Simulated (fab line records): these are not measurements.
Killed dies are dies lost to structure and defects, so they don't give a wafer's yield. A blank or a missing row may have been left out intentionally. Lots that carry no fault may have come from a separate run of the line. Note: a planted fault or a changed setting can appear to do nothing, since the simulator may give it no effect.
fab line records	flow nand-harc
record: lots: 24	wafers: 72	last-day: 34
route steps=1302 shown A_STAIRCASE@772 A_SLIT@942 A_WL_FILL@952
lots that met no fault: from a run of the same line without faults
start-h: hours from the record's first day to the start of the lot's first wafer shown	wait-h: time in hours since the lot's previous step	" unchanged from the row above	L1.1+2: one row covering several wafers at once	- no value, or no start given	* or withheld: withheld	< > ~ a bound
route shown NAME@n: NAME is a module with steps in the file, n the number in the route of the first one	usual: mean/standard deviation of fault-free wafers	same: alike in all rows	chamber/n: place in a boat	sites: the reading at each site	_std_site: standard deviation of those values	_edge_site: outer sites' mean less inner sites'	radius-mm: how far each site lies from the wafer's centre	mask NAME#n: copy n	behind: the most recent tool/chamber to have shaped the wafer	hold: what put the lot on hold/how long, in hours/how the hold closed	device: the n, p or np transistor that did not switch	end of line: tests of these same wafers at the route's end	a step with no rows: only its recipe	killed: not the wafer's yield, but the dies lost to structure and defects at the first sort	map: per-die view of a wafer (x killed, . not killed, _ where there is no die)
set.NAME: the setting that was run; set.NAME@STEP: the one run at that earlier step	model.NAME: the simulator's own value behind a step, which no gauge read
steps of the route over a sample of lots; a table a step, a row a wafer
services: from which hour (start-h, from the record's first day; less than 0 if before it) a tool's chamber was out of use, for how many hours, and why
== steps ==
step: NHARC_A_STAIRCASE_HM_DEP_456
recipe: target-thk-a: 31000	temp-c: 400	material: aC
usual: throttle-valve-pct: 35.000/0.0092
lot.wafer	tool	chamber	start-h	wait-h	throttle-valve-pct
L075.1	acl-dep-03	0	372.04	-	34.990
L075.3	"	0	"	"	35.008
L075.4	"	0	"	"	35.005
L074.1	acl-dep-03	0	373.89	-	34.996
L074.3	"	0	"	"	35.012
L074.5	"	0	"	"	34.989
L076.1	acl-dep-03	0	394.30	-	35.011
L076.4	"	0	"	"	35.007
L076.6	"	0	"	"	35.020
L078.3	acl-dep-03	0	401.17	-	35.001
L078.4	"	0	"	"	34.997
L078.6	"	0	"	"	35.001
L079.1	acl-dep-02	0	404.59	-	34.995
L079.4	"	0	"	"	34.999
L079.5	"	0	"	"	34.998
L077.3	acl-dep-02	0	407.02	-	35.010
L077.5	"	0	"	"	35.007
L077.6	"	0	"	"	35.003
L080.2	acl-dep-02	0	425.30	-	35.000
L080.4	"	0	"	"	35.010
L080.6	"	0	"	"	34.987
L081.3	acl-dep-01	0	439.63	-	34.986
L081.4	"	0	"	"	35.000
L081.5	"	0	"	"	34.999
L083.1	acl-dep-02	0	446.88	-	34.998
L083.2	"	0	"	"	34.978
L083.3	"	0	"	"	35.014
L082.3	acl-dep-01	0	448.34	-	34.995
L082.5	"	0	"	"	34.993
L082.6	"	0	"	"	35.005
L084.2	acl-dep-01	0	466.45	-	34.995
L084.3	"	0	"	"	34.986
L084.6	"	0	"	"	34.996
L085.4	acl-dep-01	0	484.63	-	34.996
L085.5	"	0	"	"	35.006
L085.6	"	0	"	"	34.996
L086.2	acl-dep-02	0	491.70	-	34.995
L086.5	"	0	"	"	34.994
L086.6	"	0	"	"	34.993
L087.2	acl-dep-03	0	500.44	-	35.002
L087.3	"	0	"	"	35.010
L087.6	"	0	"	"	34.995
L089.3	acl-dep-02	0	517.17	-	35.005
L089.4	"	0	"	"	35.003
L089.5	"	0	"	"	34.996
L088.3	acl-dep-03	0	520.28	-	34.992
L088.4	"	0	"	"	35.000
L088.6	"	0	"	"	35.011
L091.1	acl-dep-03	0	529.75	-	35.000
L091.4	"	0	"	"	35.008
L091.6	"	0	"	"	34.995
L090.2	acl-dep-03	0	533.61	-	35.005
L090.3	"	0	"	"	35.008
L090.6	"	0	"	"	34.993
L092.3	acl-dep-02	0	541.48	-	35.022
L092.4	"	0	"	"	35.005
L092.5	"	0	"	"	35.013
L093.2	acl-dep-02	0	544.15	-	34.979
L093.3	"	0	"	"	34.995
L093.4	"	0	"	"	35.012
L094.4	acl-dep-03	0	565.13	-	34.998
L094.5	"	0	"	"	35.023
L094.6	"	0	"	"	35.011
L095.2	acl-dep-01	0	584.45	-	35.014
L095.4	"	0	"	"	35.004
L095.5	"	0	"	"	34.990
L096.1	acl-dep-02	0	585.15	-	34.998
L096.4	"	0	"	"	34.995
L096.5	"	0	"	"	34.993
L097.1	acl-dep-02	0	605.57	-	34.997
L097.3	"	0	"	"	34.987
L097.5	"	0	"	"	34.995
step: NHARC_A_STAIRCASE_ETCH_313
recipe: cf4-flow-sccm: 100	chf3-flow-sccm: 30	ar-flow-sccm: 0	rf-w: 500	bias-w: 200	chemistry: CF4/CHF3
usual: drypump-motor-current-A: 5.8/0.53	oes-product-au: 0.935/0.021	rf-vpp-V: 371.8/1.8	showerhead-plenum-p-Torr: 1.61/0.053	throttle-valve-pct: 16.802/0.0097
lot.wafer	tool	chamber	start-h	wait-h	drypump-motor-current-A	oes-product-au	rf-hours-counter-h	rf-vpp-V	showerhead-plenum-p-Torr	throttle-valve-pct
L075.1	rie-diel-02	3	390.26	0.1	5.6	0.921	54	372.6	1.62	16.795
L075.3	"	0	"	"	6.7	0.926	54	371.4	1.62	16.807
L075.4	"	1	"	"	5.0	0.924	56	369.8	1.57	16.800
L074.1	rie-diel-02	1	392.02	0.1	5.1	0.931	57	370.1	1.57	16.806
L074.3	"	2	"	"	5.5	0.908	58	372.0	1.58	16.796
L074.5	"	2	"	"	5.5	0.913	-	371.4	1.58	16.791
L076.1	rie-diel-04	1	409.89	0.1	6.0	0.918	16	374.9	1.70	16.801
L076.6	"	2	"	"	6.3	0.928	-	375.7	1.70	16.802
L076.4	"	1	"	"	6.0	0.917	-	374.7	1.70	16.790
L078.4	rie-diel-02	3	417.41	0.1	5.6	0.995	5	372.2	1.62	16.802
L078.3	"	2	"	"	5.5	0.976	3	371.0	1.58	16.809
L078.6	"	3	"	"	5.6	0.989	-	372.3	1.62	16.803
L077.3	rie-diel-04	1	421.78	0.1	6.0	0.911	21	374.7	1.69	16.812
L077.6	"	3	"	"	6.1	0.917	-	373.1	1.66	16.798
L077.5	"	0	"	"	5.3	0.938	-	370.4	1.54	16.797
L079.4	rie-diel-12	1	422.98	0.1	6.7	0.938	45	370.9	1.62	16.788
L079.1	"	3	"	"	5.9	0.990	44	374.2	1.63	16.787
L079.5	"	1	"	"	6.7	0.944	-	372.2	1.62	16.830
L080.4	rie-diel-02	0	445.52	0.1	6.7	0.917	14	374.3	1.62	16.803
L080.2	"	1	"	"	5.1	0.925	12	371.5	1.57	16.820
L080.6	"	3	"	"	5.6	0.938	-	372.5	1.62	16.818
L081.3	rie-diel-02	2	455.47	0.1	5.5	0.923	16	371.0	1.58	16.808
L081.4	"	1	"	"	5.1	0.924	-	370.3	1.57	16.797
L081.5	"	0	"	"	6.7	0.913	-	373.1	1.62	16.795
L083.3	rie-diel-02	0	462.53	0.1	6.7	0.916	20	371.1	1.62	16.809
L083.2	"	2	"	"	5.5	0.924	18	371.9	1.58	16.805
L083.1	"	3	"	"	5.5	0.931	18	371.9	1.62	16.796
L082.3	rie-diel-12	1	465.30	0.1	6.7	0.955	2	372.1	1.62	16.800
L082.6	"	2	"	"	5.3	0.972	-	369.0	1.50	16.809
L082.5	"	3	"	"	5.9	0.984	-	373.2	1.63	16.792
L084.2	rie-diel-04	1	481.34	0.1	6.0	0.913	46	375.2	1.69	16.797
L084.3	"	2	"	"	6.3	0.925	46	373.0	1.69	16.800
L084.6	"	0	"	"	5.3	0.925	-	369.6	1.54	16.788
L085.4	rie-diel-04	2	498.00	0.1	6.3	0.931	50	374.9	1.69	16.801
L085.6	"	0	"	"	5.3	0.948	-	369.7	1.54	16.804
L085.5	"	1	"	"	6.0	0.917	-	374.4	1.69	16.811
L086.2	rie-diel-04	0	509.25	0.1	5.3	0.938	45	368.8	1.54	16.799
L086.5	"	0	"	"	5.3	0.940	-	369.5	1.54	16.815
L086.6	"	1	"	"	6.0	0.921	-	374.3	1.69	16.807
L087.2	rie-diel-02	1	515.87	0.1	5.0	0.929	34	369.8	1.57	16.807
L087.3	"	0	"	"	6.7	0.921	38	372.5	1.61	16.816
L087.6	"	2	"	"	5.5	0.939	-	369.8	1.57	16.809
L089.3	rie-diel-02	1	534.09	0.1	5.1	0.919	40	369.6	1.56	16.793
L089.4	"	2	"	"	5.5	0.926	42	370.9	1.57	16.797
L089.5	"	1	"	"	5.0	0.920	-	369.8	1.56	16.788
L088.4	rie-diel-02	3	538.10	0.1	5.6	0.936	43	371.8	1.61	16.817
L088.3	"	2	"	"	5.5	0.928	43	370.7	1.57	16.809
L088.6	"	0	"	"	6.7	0.915	-	370.6	1.61	16.794
L091.4	rie-diel-04	0	545.59	0.1	5.3	0.965	0	371.4	1.53	16.811
L091.1	"	1	"	"	6.0	0.958	0	373.6	1.68	16.801
L091.6	"	1	"	"	6.0	0.963	-	375.5	1.68	16.802
L090.2	rie-diel-04	2	548.25	0.1	6.3	0.961	0	373.7	1.68	16.803
L090.3	"	3	"	"	6.1	0.976	0	372.4	1.65	16.806
L090.6	"	3	"	"	6.1	0.978	-	373.7	1.65	16.804
L092.4	rie-diel-02	1	560.11	0.1	5.0	0.919	51	369.3	1.56	16.799
L092.3	"	0	"	"	6.7	0.923	55	373.0	1.61	16.783
L092.5	"	1	"	"	5.0	0.928	-	370.2	1.56	16.798
L093.4	rie-diel-02	2	563.62	0.1	5.5	0.913	51	370.9	1.57	16.802
L093.2	"	3	"	"	5.6	0.930	53	372.0	1.61	16.822
L093.3	"	0	"	"	6.7	0.914	55	372.6	1.61	16.813
L094.4	rie-diel-04	1	578.05	0.1	6.0	0.930	9	372.6	1.68	16.795
L094.5	"	1	"	"	6.1	0.919	-	375.2	1.68	16.805
L094.6	"	2	"	"	6.3	0.908	-	373.8	1.68	16.804
L096.1	rie-diel-02	0	601.95	0.4	6.7	0.940	6	372.2	1.61	16.794
L096.4	"	2	"	"	5.5	0.949	5	371.6	1.57	16.796
L096.5	"	0	"	"	6.7	0.957	-	371.6	1.61	16.806
L095.4	rie-diel-12	3	602.37	0.1	5.9	0.938	45	372.0	1.62	16.801
L095.2	"	0	"	"	5.8	0.938	53	374.3	1.69	16.797
L095.5	"	3	"	"	5.9	0.937	-	372.1	1.62	16.803
L097.1	rie-diel-02	3	625.18	0.1	5.5	0.931	13	372.3	1.60	16.807
L097.3	"	0	"	"	6.7	0.920	13	370.6	1.60	16.795
L097.5	"	2	"	"	5.5	0.922	-	370.8	1.56	16.805
step: NHARC_A_STAIRCASE_CMP_450
recipe: target-thk-nm: 200	material: SiO2
usual: edge-zone-pressure-frac: 1.000/0.005	motor-current-A: 11.8/1.1
lot.wafer	tool	chamber	start-h	wait-h	edge-zone-pressure-frac	motor-current-A
L075.3	cmp-03	0	443.85	-	0.994	10.1
L075.1	"	1	"	"	1.007	11.0
L075.4	"	2	"	"	1.000	12.4
L074.1	cmp-01	3	444.06	-	1.005	11.1
L074.3	"	0	"	"	0.997	11.6
L074.5	"	3	"	"	0.999	11.1
L076.1	cmp-03	0	458.67	-	1.007	10.8
L076.4	"	1	"	"	0.998	12.1
L076.6	"	2	"	"	0.989	12.2
L078.3	cmp-03	2	464.93	-	1.006	12.5
L078.4	"	3	"	"	0.996	12.6
L078.6	"	2	"	"	1.014	12.4
L079.1	cmp-03	1	473.62	-	0.995	11.6
L079.4	"	3	"	"	1.000	12.7
L079.5	"	0	"	"	0.996	10.5
L077.3	cmp-03	2	473.90	-	0.992	12.4
L077.6	"	1	"	"	1.001	12.1
L077.5	"	2	"	"	1.001	12.2
L080.2	cmp-01	3	494.04	-	0.999	11.0
L080.4	"	0	"	"	0.997	11.1
L080.6	"	2	"	"	1.004	10.6
L081.3	cmp-01	2	506.21	-	1.008	10.7
L081.4	"	3	"	"	1.010	11.4
L081.5	"	3	"	"	1.004	11.6
L083.1	cmp-01	1	512.67	-	1.012	14.5
L083.2	"	3	"	"	0.996	11.5
L083.3	"	0	"	"	1.003	11.2
L082.3	cmp-04	3	513.38	-	0.999	11.7
L082.6	"	2	"	"	0.997	12.3
L082.5	"	3	"	"	1.006	11.7
L084.2	cmp-01	3	530.09	-	1.002	11.5
L084.3	"	0	"	"	0.997	11.1
L084.6	"	0	"	"	1.002	11.6
L085.4	cmp-03	0	542.55	-	0.998	10.8
L085.5	"	0	"	"	0.998	10.7
L085.6	"	1	"	"	1.001	11.4
L086.2	cmp-04	3	553.08	-	1.000	11.5
L086.5	"	0	"	"	0.995	11.9
L086.6	"	1	"	"	0.999	10.7
L087.3	cmp-01	1	567.28	-	1.003	14.4
L087.2	"	2	"	"	1.001	10.9
L087.6	"	1	"	"	0.996	14.0
L089.4	cmp-03	2	580.16	-	1.012	12.6
L089.3	"	3	"	"	0.998	12.5
L089.5	"	3	"	"	1.001	12.2
L088.4	cmp-04	2	580.23	-	0.991	12.3
L088.3	"	0	"	"	1.002	12.1
L088.6	"	1	"	"	1.001	10.3
L091.4	cmp-03	2	599.17	-	0.999	12.5
L091.1	"	0	"	"	1.000	10.8
L091.6	"	3	"	"	1.000	12.0
L090.2	cmp-01	3	599.29	-	1.000	11.1
L090.3	"	0	"	"	1.000	10.9
L090.6	"	0	"	"	1.003	10.9
L093.4	cmp-04	3	614.26	-	1.003	11.8
L093.3	"	0	"	"	0.999	12.2
L093.2	"	1	"	"	1.000	10.3
L092.4	cmp-01	2	614.55	-	1.004	10.2
L092.3	"	3	"	"	1.012	11.9
L092.5	"	3	"	"	1.005	11.8
L094.4	cmp-03	0	625.23	-	0.997	10.5
L094.5	"	0	"	"	1.002	10.2
L094.6	"	1	"	"	0.997	11.3
L096.1	cmp-03	0	650.30	-	0.994	10.9
L096.4	"	3	"	"	0.996	12.4
L096.5	"	1	"	"	0.998	12.0
L095.2	cmp-04	2	650.61	-	1.005	12.4
L095.4	"	3	"	"	1.010	11.6
L095.5	"	1	"	"	1.000	9.7
L097.1	cmp-04	3	672.32	-	0.993	11.8
L097.3	"	0	"	"	1.000	12.8
L097.5	"	3	"	"	0.998	12.0
step: NHARC_A_SLIT_ETCH_29
recipe: target-depth-a: 1000	overetch-a: 100	time-s: 55	ion-energy-ev: 100	cf4-flow-sccm: 80	o2-flow-sccm: 20	ar-flow-sccm: 0	rf-w: 300	bias-w: 100	chemistry: CF4/O2
usual: drypump-motor-current-A: 5.9/0.36	oes-product-au: 1.003/0.011	rf-vpp-V: 198.0/1.3	showerhead-plenum-p-Torr: 1.35/0.048	throttle-valve-pct: 13.397/0.0092
lot.wafer	tool	chamber	start-h	wait-h	drypump-motor-current-A	oes-product-au	rf-hours-counter-h	rf-vpp-V	showerhead-plenum-p-Torr	throttle-valve-pct
L074.1	rie-diel-07	1	466.54	0.1	6.3	0.994	11	197.7	1.30	13.394
L074.3	"	3	"	"	5.8	1.011	11	197.2	1.30	13.410
L074.5	"	2	"	"	6.4	1.020	-	199.1	1.38	13.398
L075.3	rie-diel-03	1	468.73	0.1	5.7	0.982	0	197.8	1.35	13.407
L075.4	"	2	"	"	5.7	1.002	0	198.8	1.37	13.405
L075.1	"	3	"	"	5.9	1.002	0	199.1	1.40	13.402
L076.1	rie-diel-03	3	479.19	0.5	5.9	0.995	1	198.5	1.40	13.407
L076.4	"	0	"	"	5.8	1.011	1	197.4	1.29	13.382
L076.6	"	2	"	"	5.7	1.009	-	199.8	1.37	13.410
L078.4	rie-diel-07	1	486.66	0.1	6.4	0.997	0	197.4	1.30	13.382
L078.3	"	2	"	"	6.4	1.012	0	196.0	1.38	13.406
L078.6	"	1	"	"	6.4	0.994	-	196.2	1.30	13.401
L079.1	rie-diel-11	3	493.80	0.1	5.5	1.002	5	200.5	1.44	13.407
L079.5	"	0	"	"	5.3	1.003	-	198.9	1.33	13.403
L079.4	"	3	"	"	5.5	1.004	-	199.7	1.44	13.391
L077.3	rie-diel-07	2	494.28	0.1	6.4	1.006	0	197.8	1.38	13.400
L077.5	"	3	"	"	5.8	0.994	-	197.1	1.30	13.396
L077.6	"	0	"	"	5.8	1.005	-	197.3	1.29	13.387
L080.4	rie-diel-11	2	519.79	0.1	6.4	1.022	5	197.9	1.42	13.399
L080.2	"	3	"	"	5.5	0.999	6	198.1	1.44	13.399
L080.6	"	2	"	"	6.4	1.005	-	199.8	1.42	13.407
L081.4	rie-diel-03	1	526.37	0.1	5.7	0.993	3	197.9	1.35	13.400
L081.3	"	3	"	"	5.9	1.007	3	199.3	1.40	13.387
L081.5	"	2	"	"	5.7	1.010	-	197.3	1.37	13.387
L082.3	rie-diel-07	1	534.56	0.1	6.4	1.020	3	196.2	1.30	13.400
L082.6	"	3	"	"	5.8	1.006	-	197.1	1.30	13.379
L082.5	"	0	"	"	5.8	1.004	-	197.7	1.29	13.392
L083.2	rie-diel-03	0	537.95	0.1	5.8	1.013	5	196.8	1.29	13.375
L083.1	"	1	"	"	5.7	0.991	4	199.1	1.35	13.389
L083.3	"	2	"	"	5.7	1.004	4	198.0	1.37	13.410
L084.3	rie-diel-03	0	551.14	0.1	5.9	1.027	5	196.7	1.29	13.403
L084.2	"	3	"	"	5.9	0.989	5	197.9	1.40	13.394
L084.6	"	0	"	"	5.9	1.003	-	197.5	1.29	13.407
L085.4	rie-diel-07	1	565.71	0.1	6.4	1.020	6	197.4	1.30	13.403
L085.6	"	0	"	"	5.8	0.996	-	197.6	1.29	13.399
L085.5	"	1	"	"	6.4	1.018	-	197.8	1.30	13.399
L086.2	rie-diel-11	0	574.58	0.1	5.3	0.994	8	196.1	1.33	13.392
L086.6	"	1	"	"	6.1	1.005	-	195.7	1.31	13.403
L086.5	"	2	"	"	6.4	1.023	-	198.3	1.41	13.404
L087.2	rie-diel-11	0	592.61	0.1	5.3	1.003	9	197.1	1.33	13.395
L087.3	"	1	"	"	6.2	1.009	5	197.3	1.31	13.390
L087.6	"	2	"	"	6.4	1.021	-	199.4	1.41	13.393
L088.4	rie-diel-03	2	603.07	0.1	5.8	1.013	7	199.2	1.37	13.407
L088.3	"	3	"	"	5.9	0.991	8	198.0	1.40	13.402
L088.6	"	1	"	"	5.7	0.985	-	200.0	1.35	13.395
L089.3	rie-diel-07	1	604.71	0.1	6.4	1.000	8	197.4	1.30	13.398
L089.4	"	2	"	"	6.4	1.010	6	198.7	1.38	13.399
L089.5	"	2	"	"	6.4	0.999	-	198.7	1.37	13.403
L091.1	rie-diel-03	1	625.72	0.1	5.7	0.993	9	198.0	1.35	13.392
L091.4	"	2	"	"	5.7	1.012	9	197.7	1.37	13.395
L091.6	"	0	"	"	5.9	1.014	-	197.1	1.29	13.408
L090.2	rie-diel-11	3	626.00	0.1	5.4	1.002	0	199.9	1.43	13.413
L090.3	"	1	"	"	6.1	1.005	1	198.1	1.31	13.413
L090.6	"	0	"	"	5.3	0.993	-	196.1	1.33	13.407
L092.3	rie-diel-07	2	634.69	0.1	6.4	1.011	9	199.4	1.37	13.410
L092.4	"	3	"	"	5.8	1.000	10	197.3	1.30	13.396
L092.5	"	1	"	"	6.4	1.011	-	197.2	1.29	13.393
L093.2	rie-diel-11	2	636.13	0.1	6.4	1.021	1	198.6	1.41	13.393
L093.3	"	3	"	"	5.5	0.997	1	200.2	1.43	13.400
L093.4	"	0	"	"	5.3	0.990	1	198.2	1.33	13.386
L094.4	rie-diel-11	0	645.61	0.1	5.3	0.980	1	198.8	1.33	13.380
L094.5	"	0	"	"	5.3	0.982	-	198.9	1.33	13.395
L094.6	"	1	"	"	6.1	1.009	-	197.2	1.31	13.387
L095.2	rie-diel-03	1	670.45	0.1	5.7	0.992	1	197.8	1.35	13.399
L095.4	"	2	"	"	5.7	1.004	1	199.2	1.37	13.386
L095.5	"	0	"	"	5.9	1.017	-	196.4	1.29	13.394
L096.1	rie-diel-11	2	671.66	0.1	6.4	0.993	2	199.3	1.41	13.402
L096.4	"	0	"	"	5.3	0.986	2	197.8	1.33	13.392
L096.5	"	1	"	"	6.2	1.005	-	198.2	1.31	13.393
L097.3	rie-diel-07	3	695.65	0.1	5.7	0.997	2	198.1	1.30	13.423
L097.1	"	2	"	"	6.4	1.013	2	198.5	1.37	13.405
L097.5	"	1	"	"	6.4	1.002	-	196.8	1.29	13.393
step: NHARC_A_WL_FILL_ALD_00
recipe: target-thk-a: 30	pulse-time-s: 3	ald-cycles: 30	temp-c: 300	material: Al2O3
usual: heater-power-w: 452/49	precursor-pulse-height-rel: 0.999/0.02
lot.wafer	tool	chamber	start-h	wait-h	heater-power-w	precursor-pulse-height-rel
L074.3	ald-hk-03	1	473.84	0.1	389	1.020
L074.1	"	2	"	"	491	1.047
L074.5	"	0	"	"	519	0.969
L075.3	ald-hk-03	1	476.00	0.1	392	0.986
L075.4	"	2	"	"	494	0.993
L075.1	"	0	"	"	524	1.016
L076.1	ald-hk-02	1	486.42	0.1	457	0.981
L076.4	"	3	"	"	376	0.989
L076.6	"	1	"	"	459	1.021
L078.4	ald-hk-04	1	493.83	0.1	481	1.007
L078.3	"	0	"	"	471	0.995
L078.6	"	1	"	"	496	0.999
L077.3	ald-hk-04	0	501.16	0.1	455	0.995
L077.6	"	1	"	"	479	1.002
L077.5	"	2	"	"	406	0.992
L079.1	ald-hk-02	2	501.25	0.2	467	0.965
L079.4	"	3	"	"	384	1.025
L079.5	"	1	"	"	447	0.992
L080.2	ald-hk-03	1	526.95	0.1	394	0.969
L080.4	"	3	"	"	465	1.009
L080.6	"	1	"	"	393	1.029
L081.4	ald-hk-03	1	533.56	0.1	392	0.988
L081.3	"	2	"	"	499	1.007
L081.5	"	2	"	"	486	1.023
L082.3	ald-hk-03	3	541.77	0.1	448	0.995
L082.5	"	2	"	"	498	0.978
L082.6	"	3	"	"	451	1.010
L083.2	ald-hk-03	0	545.16	0.1	527	0.984
L083.3	"	2	"	"	500	1.010
L083.1	"	3	"	"	454	1.020
L084.2	ald-hk-02	1	558.33	0.1	462	0.973
L084.3	"	0	"	"	445	1.005
L084.6	"	2	"	"	486	0.996
L085.4	ald-hk-02	3	572.99	0.1	349	0.993
L085.6	"	0	"	"	452	1.019
L085.5	"	1	"	"	454	0.975
L086.2	ald-hk-03	3	581.81	0.1	460	1.015
L086.5	"	3	"	"	454	0.983
L086.6	"	0	"	"	516	1.021
L087.3	ald-hk-04	0	599.87	0.1	463	1.023
L087.2	"	2	"	"	417	0.988
L087.6	"	3	"	"	425	0.983
L088.4	ald-hk-03	1	610.33	0.1	376	0.985
L088.3	"	2	"	"	509	0.988
L088.6	"	1	"	"	371	1.019
L089.3	ald-hk-02	3	613.40	0.1	354	1.029
L089.4	"	0	"	"	454	1.012
L089.5	"	2	"	"	494	0.989
L091.4	ald-hk-03	2	632.94	0.1	509	0.991
L091.1	"	3	"	"	452	0.934
L091.6	"	2	"	"	509	1.003
L090.3	ald-hk-02	1	632.94	0.1	455	0.979
L090.2	"	3	"	"	359	1.026
L090.6	"	1	"	"	464	1.005
L092.4	ald-hk-02	2	642.45	0.6	478	1.030
L092.3	"	3	"	"	357	0.996
L092.5	"	0	"	"	445	0.984
L093.4	ald-hk-02	3	642.56	0.7	355	1.009
L093.2	"	0	"	"	458	0.984
L093.3	"	1	"	"	449	1.000
L094.4	ald-hk-02	0	652.87	0.1	452	1.025
L094.6	"	3	"	"	359	1.017
L094.5	"	0	"	"	446	1.010
L095.2	ald-hk-04	1	677.66	0.1	498	1.021
L095.4	"	3	"	"	440	0.947
L095.5	"	2	"	"	420	1.002
L096.4	ald-hk-03	2	677.67	0.1	513	0.962
L096.1	"	3	"	"	460	1.027
L096.5	"	2	"	"	527	0.976
L097.1	ald-hk-03	2	704.83	0.7	517	0.979
L097.3	"	3	"	"	465	1.010
L097.5	"	2	"	"	505	1.004
step: NHARC_A_WL_FILL_ETCHBACK_05
recipe: target-depth-a: 220	time-s: 60	temp-c: 40	chemistry: Cl2/BCl3
usual: drypump-motor-current-A: 5.88/0.26	oes-product-au: 1.000/0.0092	temp-c: 40.02/0.1
lot.wafer	tool	chamber	start-h	wait-h	drypump-motor-current-A	oes-product-au	rf-hours-counter-h	temp-c
L074.1	rie-metal-01	1	475.37	0.2	5.79	0.992	1.2	39.98
L074.3	"	0	"	"	5.79	1.002	-	40.10
L074.5	"	1	"	"	5.83	1.000	-	39.96
L075.1	rie-metal-03	0	477.55	0.2	5.64	0.994	2.7	40.25
L075.3	"	0	"	"	5.64	0.991	-	40.13
L075.4	"	1	"	"	6.12	0.989	-	39.76
L076.1	rie-metal-01	1	487.96	0.2	5.76	1.010	1.5	39.98
L076.4	"	0	"	"	5.79	1.005	-	40.10
L076.6	"	0	"	"	5.80	1.000	-	40.02
L078.3	rie-metal-03	0	495.39	0.2	5.65	1.011	-	40.10
L078.4	"	1	"	"	6.11	0.991	-	40.07
L078.6	"	0	"	"	5.63	1.007	-	39.90
L077.3	rie-metal-01	0	502.65	0.1	5.79	1.004	-	40.03
L077.6	"	1	"	"	5.79	0.999	-	40.10
L077.5	"	0	"	"	5.76	0.994	-	40.08
L079.1	rie-metal-03	1	502.75	0.2	6.13	0.988	2.7	40.08
L079.4	"	0	"	"	5.66	1.007	-	40.18
L079.5	"	1	"	"	6.11	0.996	-	40.08
L080.2	rie-metal-03	1	528.51	0.2	6.12	1.000	0.0	39.95
L080.4	"	0	"	"	5.66	1.002	-	39.87
L080.6	"	1	"	"	6.10	0.990	-	39.90
L081.3	rie-metal-03	1	535.12	0.1	6.14	0.999	-	39.96
L081.4	"	0	"	"	5.66	1.004	-	40.02
L081.5	"	0	"	"	5.66	1.009	-	40.14
L082.3	rie-metal-01	1	543.29	0.2	5.79	1.005	-	40.12
L082.6	"	1	"	"	5.78	1.010	-	39.88
L082.5	"	0	"	"	5.79	1.017	-	39.97
L083.1	rie-metal-02	1	547.00	0.2	6.54	0.986	1.7	40.01
L083.2	"	0	"	"	5.58	0.987	1.2	40.00
L083.3	"	0	"	"	5.60	0.988	-	39.97
L084.2	rie-metal-02	1	560.25	0.2	6.56	1.000	2.0	39.91
L084.3	"	1	"	"	6.56	0.984	-	40.07
L084.6	"	1	"	"	6.55	0.986	-	40.02
L085.4	rie-metal-01	1	574.69	0.2	5.80	0.997	-	40.09
L085.5	"	1	"	"	5.80	0.997	-	40.20
L085.6	"	0	"	"	5.76	1.000	-	39.90
L086.2	rie-metal-03	1	583.43	0.2	6.15	1.009	1.0	40.15
L086.5	"	0	"	"	5.64	1.002	-	40.04
L086.6	"	1	"	"	6.14	1.011	-	40.13
L087.2	rie-metal-02	1	601.40	0.2	6.52	1.006	2.7	39.80
L087.3	"	1	"	"	6.51	1.006	-	39.89
L087.6	"	0	"	"	5.62	0.995	-	39.90
L088.4	rie-metal-01	1	612.05	0.2	5.81	0.989	-	40.06
L088.3	"	0	"	"	5.79	1.008	-	40.12
L088.6	"	0	"	"	5.78	1.001	-	40.10
L089.4	rie-metal-03	1	614.94	0.1	6.10	1.000	-	40.15
L089.3	"	0	"	"	5.66	1.010	-	39.93
L089.5	"	1	"	"	6.12	0.994	-	40.19
L090.2	rie-metal-03	0	636.13	0.2	5.62	1.006	1.8	40.16
L090.3	"	1	"	"	6.13	1.001	-	39.91
L090.6	"	0	"	"	5.63	1.002	-	40.05
L091.1	rie-metal-01	1	636.75	0.2	5.80	0.979	0.8	40.04
L091.4	"	0	"	"	5.77	0.994	-	39.96
L091.6	"	1	"	"	5.79	0.989	-	39.94
L092.4	rie-metal-01	1	644.25	0.1	5.80	0.996	-	40.00
L092.3	"	0	"	"	5.79	0.987	-	39.83
L092.5	"	1	"	"	5.80	0.994	-	40.01
L093.2	rie-metal-03	0	644.86	0.2	5.63	1.006	2.3	40.02
L093.3	"	1	"	"	6.11	0.998	-	39.91
L093.4	"	0	"	"	5.64	1.001	-	39.94
L094.4	rie-metal-03	1	654.39	0.1	6.12	1.006	-	40.17
L094.5	"	1	"	"	6.09	1.003	-	39.98
L094.6	"	0	"	"	5.63	1.013	-	40.07
L095.2	rie-metal-03	1	679.21	0.2	6.13	1.011	3.0	40.08
L095.4	"	1	"	"	6.11	0.995	-	40.20
L095.5	"	1	"	"	6.11	1.010	-	39.97
L096.1	rie-metal-01	1	679.22	0.2	5.80	0.975	1.4	40.01
L096.4	"	0	"	"	5.77	1.000	-	39.96
L096.5	"	0	"	"	5.78	1.007	-	40.00
L097.1	rie-metal-02	0	706.35	0.2	5.62	1.000	1.4	40.00
L097.3	"	1	"	"	6.54	0.988	-	40.03
L097.5	"	0	"	"	5.70	1.003	-	39.98
== services ==
tool	chamber	start-h	hours	kind
rie-diel-02	2	352.48	2.9	repair
rie-diel-02	-	371.02	0.4	repair
ald-hk-03	-	390.80	10.0	pm
cmp-03	-	394.07	4.0	pm
rie-diel-02	-	397.36	9.0	pm
rie-diel-02	-	416.53	0.6	repair
acl-dep-02	-	427.97	13.0	pm
rie-metal-03	1	446.88	28.1	repair
rie-diel-02	3	455.29	2.5	repair
rie-diel-02	1	464.31	4.4	repair
cmp-03	-	492.13	4.0	pm
cmp-03	-	508.54	12.7	repair
rie-metal-03	-	519.00	9.0	pm
ald-hk-03	-	568.80	10.0	pm
rie-diel-02	-	574.52	9.0	pm
cmp-03	-	590.13	4.0	pm
cmp-03	-	601.53	1.5	repair
acl-dep-02	-	609.38	13.0	pm
cmp-03	-	621.92	1.1	repair
cmp-03	-	628.73	0.5	repair
cmp-03	-	635.24	3.2	repair
cmp-03	-	639.10	1.8	repair
rie-metal-03	-	648.30	0.3	repair
rie-metal-03	-	696.00	9.0	pm
== key ==
fault none
